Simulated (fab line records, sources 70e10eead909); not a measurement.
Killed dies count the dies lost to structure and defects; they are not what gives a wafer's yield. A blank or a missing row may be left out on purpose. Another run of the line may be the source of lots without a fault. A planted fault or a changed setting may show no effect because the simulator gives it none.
Struck lot and sound lot, side by side    flow nandHarc    12 out of 1159 route steps
Sound: these wafers, L479.1, L479.4, L479.6. Struck: wafer L496.6. (L496.2, L496.5 of the same lot were not struck and are left out.) The cause comes at the end.
Each step with rows lists, per side, the tool, then ch with its chambers, then its first start. Under that, the readings that differ: sound wafers    struck wafers    difference of the means    sigmas: that difference in standard deviations of wafers without a fault.
alike: readings whose means differ by less than 2 such deviations, and words and numbers that are the same on both sides. not compared: withheld readings, readings that some wafer has no value for, bounds like >300 that may hide the same value, and numbers for which the record gives no deviation and whose values overlap.
The two part at a step that has a row with sigmas, a row that says differs or no value, or rows on one side only. Non-overlapping numbers with no deviation appear without sigmas and do not part them. A reading missing from all wafers of one side parts the sides only when that side holds two or more wafers.

first, 9 steps without rows for these wafers: NHARC_A_STAIRCASE_DEHYDRATE_433 (time 120 s); NHARC_A_STAIRCASE_HMDS_434 (time 30 s); NHARC_A_STAIRCASE_COAT_435; NHARC_A_STAIRCASE_SOFTBAKE_436 (time 170 s); NHARC_A_STAIRCASE_EBR_437; NHARC_A_STAIRCASE_EXPOSE_438 (exposes mask STAIR REV); NHARC_A_STAIRCASE_PEB_439 (peb time 130 s); NHARC_A_STAIRCASE_DEVELOP_440 (time 140 s); NHARC_A_STAIRCASE_HARDBAKE_442 (time 140 s).
NHARC_A_STAIRCASE_DESCUM_443: chemistry O2, time 3 s.
  sound on rieDiel-10 ch 0,3, day 14 02:26; struck on rieDiel-10 ch 3, day 17 11:50
  alike: drypumpMotorCurrentA, oesProductAu, rfVppV, showerheadPlenumPTorr, throttleValvePct
  not compared: rfHoursCounterH
NHARC_A_STAIRCASE_ETCH_444: etches the open film in C4F8/O2, target depth 10200 nm, time 3400 s.
  sound on rieDiel-10 ch 0,2, day 14 02:46; struck on rieDiel-10 ch 2, day 17 12:37
reading              sound                 struck  difference  sigmas
oesProductAu (a.u.)  0.919 0.907 0.910     0.990   +0.078      +4
runLengthS (s)       3421.1 3420.6 3421.1  4884.5  +1463.6     +99 or more
  alike: rfVppV
  not compared: rfHoursCounterH
-- jump in the record: it breaks off in module A_STAIRCASE and resumes in module END (first step shown: number 1159 of the route), and 7 days separate the struck wafers' starts before and after --
NHARC_END_SORT_01:
  here the record holds rows for the struck wafers (prober-01 ch 0, day 24 02:50) but none for the sound ones

WHERE THEY PART
Last at NHARC_END_SORT_01 as far as this record goes, first at NHARC_A_STAIRCASE_ETCH_444.

WHY: whatever the simulator had introduced
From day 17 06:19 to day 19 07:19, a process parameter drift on rieDiel-10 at NHARC_A_STAIRCASE_ETCH_444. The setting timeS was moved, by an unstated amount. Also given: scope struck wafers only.
